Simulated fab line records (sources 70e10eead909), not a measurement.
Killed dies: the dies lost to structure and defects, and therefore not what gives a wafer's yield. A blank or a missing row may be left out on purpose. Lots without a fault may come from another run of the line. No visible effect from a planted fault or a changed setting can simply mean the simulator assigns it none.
fab line records | flow nandHarc
[record] lots = 12 wafers = 36 lastDay = 24
route steps=1159 shown P_ZERO_WELL@41 P_STI@83 P_GATE@124 END@1159
lots that met no fault: taken from a fault-free run of the same line
startH: hours from the record's first day to the start of the lot's first wafer shown | waitH: how many hours have passed since the lot's step before this one | " as in the row above | L1.1+2: one row covering several wafers at once | - no value present, or no start provided | * or withheld: withheld | < > ~ a bound
route shown NAME@n: a module of which the file shows steps, and the number in the route of the first | usual: average and standard deviation across the fault-free wafers | same: alike in all rows | chamber/n: place in a boat | sites: per-site readings | _std_site: how widely they spread, as a standard deviation | _edge_site: the outer-site mean with the inner-site mean subtracted | radiusMm: for every site, how far away it sits from the centre of the wafer | mask NAME#n: copy n | behind: tool/chamber where the wafer was last shaped | hold: cause of the lot's hold/its duration in hours/its outcome | device: whichever transistor did not switch (one of n, p or np) | end of line: the tests these same wafers got at the end of their route | a step with no rows: only its recipe | killed: count of dies lost to structure and defects at first sort (not the wafer's yield) | map: a wafer's dies, marking killed ones x, the rest . and places with no die _
set.NAME: the setting that was run; set.NAME@STEP: the one run at that earlier step | model.NAME: the simulator's own value behind a step, which no gauge read
a sample of lots followed through the steps of the route, with each step as a table and each wafer as a row
services: when a tool's chamber went out of use (startH, in hours from the record's first day, below 0 if earlier), for how many hours, and the reason
[[steps]]
[step NHARC_P_ZERO_WELL_EXPOSE_34]
[recipe] na = 0.6 targetCdNm = 720 doseMj = 22.31 maskId = P_PWELL
[usual] stageVelMmS = 499.96/0.22
// columns lot.wafer tool chamber startH waitH mask stageVelMmS
L787.3 krfScanner-04 0 28.24 - P_PWELL#0 499.46
L787.4 " 0 " " P_PWELL#0 499.75
L787.5 " 0 " " P_PWELL#0 499.72
L786.2 krfScanner-03 0 38.26 - P_PWELL#0 499.99
L786.4 " 0 " " P_PWELL#0 499.90
L786.6 " 0 " " P_PWELL#0 500.35
L789.1 krfScanner-04 0 40.09 - P_PWELL#0 499.93
L789.2 " 0 " " P_PWELL#0 499.87
L789.6 " 0 " " P_PWELL#0 499.90
L790.2 krfScanner-03 0 46.10 - P_PWELL#0 499.78
L790.4 " 0 " " P_PWELL#0 500.02
L790.6 " 0 " " P_PWELL#0 500.25
L792.2 krfScanner-03 0 57.84 - P_HVPW#0 500.03
L792.3 " 0 " " P_HVPW#0 500.04
L792.5 " 0 " " P_HVPW#0 499.78
L795.1 krfScanner-03 0 76.00 - P_PWELL#0 500.20
L795.2 " 0 " " P_PWELL#0 500.02
L795.4 " 0 " " P_PWELL#0 499.89
L801.1 krfScanner-03 0 111.96 - P_PWELL#0 499.87
L801.2 " 0 " " P_PWELL#0 499.73
L801.3 " 0 " " P_PWELL#0 499.81
L802.3 krfScanner-02 0 117.98 - P_PWELL#0 500.11
L802.5 " 0 " " P_PWELL#0 499.61
L802.6 " 0 " " P_PWELL#0 500.16
L803.1 krfScanner-02 0 123.97 - P_PWELL#0 499.98
L803.3 " 0 " " P_PWELL#0 500.23
L803.4 " 0 " " P_PWELL#0 499.91
L806.2 krfScanner-03 0 141.95 - P_PWELL#0 499.62
L806.4 " 0 " " P_PWELL#0 500.02
L806.6 " 0 " " P_PWELL#0 499.74
L807.1 krfScanner-03 0 147.85 - P_PWELL#0 499.72
L807.3 " 0 " " P_PWELL#0 500.24
L807.5 " 0 " " P_PWELL#0 499.75
L808.1 krfScanner-03 0 153.95 - P_PWELL#0 499.86
L808.2 " 0 " " P_PWELL#0 499.70
L808.3 " 0 " " P_PWELL#0 499.74
[step NHARC_P_ZERO_WELL_CD_MEAS_37]
[recipe] targetCdNm = 720 landingEnergyEv = 500
[usual] cdNm = 719.2/1.8
// columns lot.wafer tool chamber startH waitH cdNm
L787.3 cdSem-01 0 28.39 - 718.4
L787.4 " 0 " " 719.0
L787.5 " 0 " " 719.9
L786.2 cdSem-02 0 38.42 - 715.7
L786.4 " 0 " " 717.9
L786.6 " 0 " " 719.4
L789.1 cdSem-02 0 40.25 - 719.3
L789.2 " 0 " " 719.2
L789.6 " 0 " " 719.8
L790.2 cdSem-02 0 46.25 - 722.2
L790.4 " 0 " " 723.4
L790.6 " 0 " " 720.6
L792.2 cdSem-01 0 57.99 - -
L792.3 " 0 " " -
L792.5 " 0 " " -
L795.1 cdSem-02 0 76.16 - 718.5
L795.2 " 0 " " 717.9
L795.4 " 0 " " 716.5
L801.1 cdSem-02 0 112.12 - 719.5
L801.2 " 0 " " 719.0
L801.3 " 0 " " 718.4
L802.3 cdSem-03 0 118.13 - 721.2
L802.5 " 0 " " 718.5
L802.6 " 0 " " 718.8
L803.1 cdSem-03 0 124.13 - 721.6
L803.3 " 0 " " 719.8
L803.4 " 0 " " 719.3
L806.2 cdSem-03 0 142.10 - 718.9
L806.4 " 0 " " 719.8
L806.6 " 0 " " 719.8
L807.1 cdSem-03 0 148.01 - 716.1
L807.3 " 0 " " 718.1
L807.5 " 0 " " 720.6
L808.1 cdSem-01 0 154.11 - 719.9
L808.2 " 0 " " 720.1
L808.3 " 0 " " 721.5
[step NHARC_P_ZERO_WELL_DESCUM_39]
[recipe] timeS = 3 o2FlowSccm = 200 arFlowSccm = 0 biasPowerW = 0 chemistry = O2
[usual] drypumpMotorCurrentA = 5.85/0.29 oesProductAu = 1.004/0.0091 rfVppV = 58.0/0.86 showerheadPlenumPTorr = 1.94/0.06 throttleValvePct = 11.310/0.0099
// columns lot.wafer tool chamber startH waitH drypumpMotorCurrentA oesProductAu rfHoursCounterH rfVppV showerheadPlenumPTorr throttleValvePct
L787.4 rieDiel-02 3 28.56 - 5.88 1.006 3 57.4 1.84 11.314
L787.3 " 0 " " 5.75 1.007 2 59.3 1.98 11.304
L787.5 " 2 " " 6.03 0.999 - 57.9 2.02 11.298
L786.4 rieDiel-07 0 38.59 - 6.42 1.015 10 58.2 1.92 11.319
L786.2 " 1 " " 5.40 0.996 9 59.6 2.02 11.307
L786.6 " 1 " " 5.39 0.987 - 56.2 2.02 11.312
L789.2 rieDiel-02 3 40.42 - 5.94 1.020 4 56.7 1.84 11.310
L789.1 " 1 " " 6.04 0.998 4 56.9 1.88 11.299
L789.6 " 3 " " 5.91 1.011 - 58.3 1.84 11.317
L790.2 rieDiel-07 3 46.41 - 5.43 1.003 6 57.5 1.97 11.319
L790.4 " 0 " " 6.43 1.013 10 59.0 1.92 11.311
L790.6 " 3 " " 5.40 1.012 - 57.0 1.97 11.322
L792.2 rieDiel-02 1 58.17 - 6.03 1.006 6 58.1 1.88 11.312
L792.3 " 3 " " 5.92 1.016 6 56.9 1.84 11.311
L792.5 " 1 " " 6.05 1.008 - 57.5 1.88 11.323
L795.2 rieDiel-07 2 76.34 - 5.81 0.991 1 57.8 1.99 11.306
L795.1 " 3 " " 5.43 1.002 1 59.7 1.97 11.303
L795.4 " 0 " " 6.40 0.993 1 58.4 1.92 11.318
L801.2 rieDiel-07 1 112.28 - 5.39 1.010 3 58.0 2.02 11.313
L801.1 " 2 " " 5.80 1.005 3 58.5 1.99 11.310
L801.3 " 0 " " 6.42 1.008 3 58.0 1.92 11.303
L802.3 rieDiel-07 0 118.31 - 6.44 1.007 4 59.0 1.92 11.313
L802.6 " 2 " " 5.76 0.995 - 57.5 1.99 11.326
L802.5 " 3 " " 5.43 1.000 - 57.8 1.97 11.306
L803.4 rieDiel-02 3 124.31 - 5.91 1.010 9 58.0 1.84 11.297
L803.1 " 0 " " 5.77 1.010 9 58.3 1.98 11.300
L803.3 " 1 " " 6.05 0.998 10 58.2 1.88 11.319
L806.2 rieDiel-06 3 142.27 - 5.91 1.009 6 57.1 1.86 11.307
L806.4 " 0 " " 6.19 0.998 5 57.4 1.89 11.312
L806.6 " 2 " " 5.88 1.008 - 58.7 1.93 11.299
L807.3 rieDiel-07 2 148.18 - 5.79 1.001 5 57.9 1.99 11.302
L807.1 " 3 " " 5.38 1.010 5 56.7 1.97 11.309
L807.5 " 3 " " 5.40 1.012 - 58.6 1.97 11.309
L808.2 rieDiel-06 3 154.27 - 5.89 1.012 7 57.0 1.86 11.311
L808.3 " 0 " " 6.16 0.997 6 56.8 1.89 11.302
L808.1 " 1 " " 5.89 1.001 7 57.4 1.92 11.293
[step NHARC_P_STI_CD_MEAS_09]
[recipe] targetCdNm = 200 landingEnergyEv = 500
[usual] cdNm = 200.0/2.4
// columns lot.wafer tool chamber startH waitH cdNm
L787.3 cdSem-01 0 49.91 - 206.5
L787.4 " 0 " " 200.8
L787.5 " 0 " " 199.3
L789.1 cdSem-01 0 57.17 - 199.8
L789.2 " 0 " " 201.8
L789.6 " 0 " " 200.4
L786.2 cdSem-03 0 57.34 - 198.7
L786.4 " 0 " " 196.6
L786.6 " 0 " " 202.8
L790.2 cdSem-03 0 66.03 - 201.4
L790.4 " 0 " " 198.7
L790.6 " 0 " " 198.9
L795.1 cdSem-02 0 99.78 - 197.8
L795.2 " 0 " " 199.5
L795.4 " 0 " " 198.3
L801.1 cdSem-02 0 132.94 - 202.0
L801.2 " 0 " " 197.3
L801.3 " 0 " " 194.9
L802.3 cdSem-02 0 136.71 - 197.9
L802.5 " 0 " " 200.2
L802.6 " 0 " " 200.1
L803.1 cdSem-01 0 145.67 - 199.9
L803.3 " 0 " " 201.2
L803.4 " 0 " " 199.2
L806.2 cdSem-01 0 162.01 - 202.8
L806.4 " 0 " " 193.9
L806.6 " 0 " " 201.3
L807.1 cdSem-01 0 166.79 - 200.4
L807.3 " 0 " " 200.5
L807.5 " 0 " " 200.7
L808.1 cdSem-03 0 173.80 - 204.6
L808.2 " 0 " " 204.6
L808.3 " 0 " " 201.6
[step NHARC_P_GATE_DESCUM_13]
[recipe] timeS = 3 o2FlowSccm = 200 arFlowSccm = 0 biasPowerW = 0 chemistry = O2
[usual] drypumpMotorCurrentA = 5.8/0.51 oesProductAu = 0.996/0.01 rfVppV = 57.9/0.9 showerheadPlenumPTorr = 1.96/0.077 throttleValvePct = 11.312/0.0085
// columns lot.wafer tool chamber startH waitH drypumpMotorCurrentA oesProductAu rfHoursCounterH rfVppV showerheadPlenumPTorr throttleValvePct
L787.4 rieDiel-09 2 88.92 - 5.3 0.997 1 58.0 2.01 11.292
L787.3 " 3 " " 5.3 0.986 1 58.1 1.99 11.308
L787.5 " 0 " " 5.7 0.986 - 56.5 1.81 11.307
L786.2 rieDiel-09 2 100.54 - 5.3 1.005 5 57.7 2.01 11.301
L786.4 " 0 " " 5.7 0.989 6 58.0 1.81 11.308
L786.6 " 3 " " 5.3 0.987 - 59.0 1.99 11.315
L789.1 rieDiel-09 0 100.62 - 5.7 0.987 6 57.0 1.81 11.313
L789.2 " 2 " " 5.4 0.985 5 58.7 2.01 11.310
L789.6 " 1 " " 6.8 0.973 - 57.0 1.92 11.306
L790.2 rieDiel-12 0 108.59 - 5.3 1.007 14 57.9 1.90 11.313
L790.4 " 3 " " 5.2 1.002 14 57.9 2.02 11.301
L790.6 " 1 " " 6.2 0.997 - 57.7 2.00 11.302
L795.2 rieDiel-12 3 151.91 - 5.2 0.982 21 58.2 2.02 11.321
L795.4 " 0 " " 5.4 1.009 19 57.2 1.90 11.304
L795.1 " 1 " " 6.2 0.999 19 57.4 1.99 11.309
L801.3 rieDiel-13 1 171.31 - 5.7 0.988 23 57.7 2.07 11.316
L801.2 " 2 " " 6.3 1.000 24 58.0 1.84 11.304
L801.1 " 0 " " 5.9 1.002 22 58.3 1.97 11.310
L802.3 rieDiel-09 3 177.05 - 5.3 0.982 32 60.0 1.98 11.311
L802.5 " 0 " " 5.8 0.978 - 59.1 1.80 11.317
L802.6 " 1 " " 6.8 0.992 - 58.4 1.91 11.316
L803.1 rieDiel-12 1 184.66 - 6.2 0.999 25 56.8 1.99 11.312
L803.4 " 2 " " 6.3 1.019 25 60.5 2.05 11.301
L803.3 " 0 " " 5.3 0.996 24 57.1 1.90 11.319
L807.3 rieDiel-12 3 199.07 - 5.2 0.994 29 56.3 2.02 11.313
L807.1 " 0 " " 5.4 0.993 26 57.6 1.90 11.302
L807.5 " 1 " " 6.2 0.997 - 57.7 1.99 11.315
L806.4 rieDiel-09 1 199.10 - 6.8 0.992 39 57.1 1.91 11.315
L806.2 " 2 " " 5.3 1.007 38 58.7 2.00 11.313
L806.6 " 3 " " 5.3 0.997 - 58.3 1.97 11.310
L808.1 rieDiel-09 2 212.62 - 5.4 1.000 44 59.4 2.00 11.293
L808.3 " 3 " " 5.2 1.000 50 57.4 1.97 11.314
L808.2 " 1 " " 6.8 0.994 43 58.2 1.91 11.324
[step NHARC_END_SORT_01]
[recipe] tempC = 25
[usual] killedAtArray = 29/9.4 killedAtOther = 0.7/1.3 killedAtPeriphery = 2.9/2.1 killedDies = 32/9 killedOpen = 3.3/1.8 killedShort = 1.9/1.4
[same] grossDies = 677
// columns lot.wafer tool chamber startH waitH killedAtArray killedAtOther killedAtPeriphery killedDies killedOpen killedShort
L792.2 prober-01 0 488.00 2.8 40 1 636 677 2 1
L792.3 prober-01 0 488.82 3.1 29 1 647 677 1 1
L792.5 prober-01 0 490.47 3.8 30 1 646 677 3 1
// killed by level:class
L792.2 P_ZERO_WELL:areaExpose=635 A_CHANNEL_HOLE_D1:chamberFilmFlake=16 A_SLIT:chamberFilmFlake=12 A_STAIRCASE:chamberFilmFlake=5 A_WL_FILL:chamberFilmFlake=3 P_M0:geometricParticle:open=1 A_CHANNEL_FILL_D1:geometricParticle:short=1 A_M0:geometricParticle:open=1
L792.3 P_ZERO_WELL:areaExpose=643 A_SLIT:chamberFilmFlake=13 A_CHANNEL_HOLE_D1:chamberFilmFlake=8 P_ZERO_WELL:chamberFilmFlake=3 A_WL_FILL:chamberFilmFlake=3 A_ONON_D1:geometricParticle:short=1 A_M0:geometricParticle:open=1 P_CONTACT:chamberFilmFlake=1
L792.5 P_ZERO_WELL:areaExpose=644 A_SLIT:chamberFilmFlake=12 A_CHANNEL_HOLE_D1:chamberFilmFlake=9 A_CONTACT:chamberFilmFlake=4 A_WL_FILL:geometricParticle:open=2 A_M0:geometricParticle:open=1 A_M0:geometricParticle:short=1 P_ZERO_WELL:chamberFilmFlake=1
[[services]]
// columns tool chamber startH hours kind
rieDiel-06 - 12.14 0.4 repair
krfScanner-04 - 15.83 0.3 repair
rieDiel-02 0 17.96 6.9 repair
rieDiel-12 - 25.40 9.0 pm
krfScanner-02 - 38.00 4.0 pm
rieDiel-06 - 39.99 0.3 repair
rieDiel-02 3 43.72 3.7 repair
rieDiel-07 - 51.20 9.0 pm
krfScanner-04 - 53.65 0.9 repair
rieDiel-06 - 64.20 9.0 pm
rieDiel-07 0 68.44 7.0 repair
rieDiel-09 - 77.16 9.0 pm
rieDiel-06 0 89.64 9.4 repair
rieDiel-07 3 95.64 9.9 repair
krfScanner-03 - 100.26 0.5 repair
rieDiel-12 2 101.17 3.5 repair
krfScanner-02 - 107.01 2.9 repair
krfScanner-04 - 111.07 21.8 repair
rieDiel-12 0 112.39 14.9 repair
rieDiel-02 - 150.70 9.0 pm
krfScanner-03 - 168.00 4.0 pm
rieDiel-02 3 175.22 6.3 repair
rieDiel-12 - 202.40 9.0 pm
krfScanner-03 - 204.11 3.0 repair
[[key]]
[firstSign] step = NHARC_P_ZERO_WELL_EXPOSE_34 reading = mask direction = changed
[effect] step = NHARC_P_ZERO_WELL_CD_MEAS_37 reading = cdNm direction = missing
[effect] step = NHARC_END_SORT_01 reading = killedAtPeriphery direction = up sigmas = 99+ usual = 2.9 struck = 643
[moreKillsBornAt] NHARC_P_ZERO_WELL_EXPOSE_34@krfScanner-03 = 1922
metAt NHARC_P_ZERO_WELL_EXPOSE_34
struckLots L792
laterRowsLeftOut L792.2,L792.3,L792.5
testerLeftOut L792
notActingAt NHARC_P_ZERO_WELL_DESCUM_39,NHARC_P_STI_CD_MEAS_09,NHARC_P_GATE_DESCUM_13
onsetBetween 46.10 57.84
[fault] kind = wrongMask tool = any chamber = - onsetH = 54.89 steps = NHARC_P_ZERO_WELL_EXPOSE_34 auxCopy = P_HVPW#0 scope = struckLotsOnly
// testerLeftOut: of these lots the tester's yield and bins aren't shown, on N5 and GAA mostly nor the transistor test; their killed dies are dies lost to structure and defects alone, not to doping, threshold or leakage, so they don't give the yield
// laterRowsLeftOut: the simulator's readings of these wafers behind a module that went badly wrong aren't trusted and aren't shown, but for the sort
